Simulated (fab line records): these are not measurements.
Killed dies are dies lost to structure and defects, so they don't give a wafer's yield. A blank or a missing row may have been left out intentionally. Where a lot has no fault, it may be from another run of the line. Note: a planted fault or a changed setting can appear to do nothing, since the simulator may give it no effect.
Chamber matching + flow nand-harc + NHARC_P_STI_CMP_21 on cmp-01: 4 sister chambers
The step polishes, t overpolish 20 s, target thk 380.67 nm. 14 wafers are shown with their chamber, then 7 later ones without.

## WAFERS, EACH WITH ITS CHAMBER
| wafer  | chamber | motor-current-A (A) | overpolish-run-s (s) |
|--------|---------|---------------------|----------------------|
| L939.1 | 2       | 13.0                | 20.003               |
| L939.4 | 3       | 10.0                | 20.009               |
| L939.5 | 2       | 13.2                | 19.990               |
| L940.1 | 0       | 14.1                | 19.995               |
| L940.4 | 2       | 13.0                | 19.999               |
| L940.5 | 3       | 10.1                | 20.005               |
| L943.1 | 1       | 11.8                | 19.989               |
| L943.3 | 0       | 12.9                | 19.980               |
| L943.6 | 1       | 13.1                | 19.996               |
| L945.2 | 1       | 12.7                | 19.995               |
| L945.4 | 0       | 13.2                | 19.992               |
| L945.6 | 0       | 12.9                | 19.990               |
| L946.3 | 1       | 12.8                | 20.004               |
| L946.4 | 3       | 9.5                 | 19.982               |

SIGNATURES (averages over the wafers above)
| reading          | chamber 0 | chamber 1 | chamber 2 | chamber 3 | scatter within a chamber |
|------------------|-----------|-----------|-----------|-----------|--------------------------|
| motor-current-A  | 13.275    | 12.600    | 13.067    | 9.867     | 0.463                    |
| overpolish-run-s | 19.98925  | 19.99600  | 19.99733  | 19.99867  | 0.00868                  |
Rule: a wafer lies at a distance from a chamber equal to the root of the sum of squares, over the readings, of (its reading less the chamber's mean, divided by the reading's scatter). The wafer belongs to the nearest chamber; if the next one is less than 2 further off, it can't be placed. How the scatter is found: for the shown wafers, subtract from each reading the mean of its chamber, square and add these, divide the total by (wafers less chambers), then take the root.

## WAFERS WITHOUT THEIR CHAMBER
| wafer  | motor-current-A (A) | overpolish-run-s (s) |
|--------|---------------------|----------------------|
| L946.6 | 13.3                | 20.023               |
| L954.1 | 13.1                | 19.999               |
| L954.5 | 12.8                | 19.987               |
| L954.6 | 9.6                 | 19.990               |
| L961.2 | 9.7                 | 19.989               |
| L961.4 | 12.7                | 20.001               |
| L961.5 | 9.9                 | 20.015               |

## WHICH CHAMBER EACH ONE RAN IN
| wafer  | from the rows above          | in truth |
|--------|------------------------------|----------|
| L946.6 | can't be placed: 2 or 1 or 0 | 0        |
| L954.1 | can't be placed: 2 or 1 or 0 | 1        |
| L954.5 | can't be placed: 0 or 1 or 2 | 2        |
| L954.6 | 3                            | 3        |
| L961.2 | 3                            | 3        |
| L961.4 | can't be placed: 1 or 2 or 0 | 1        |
| L961.5 | 3                            | 3        |
Correct placement for 3 of the 7. From these rows, 4 cannot be placed; in 4 the true chamber is one of the candidates. Number placed wrongly: 0.
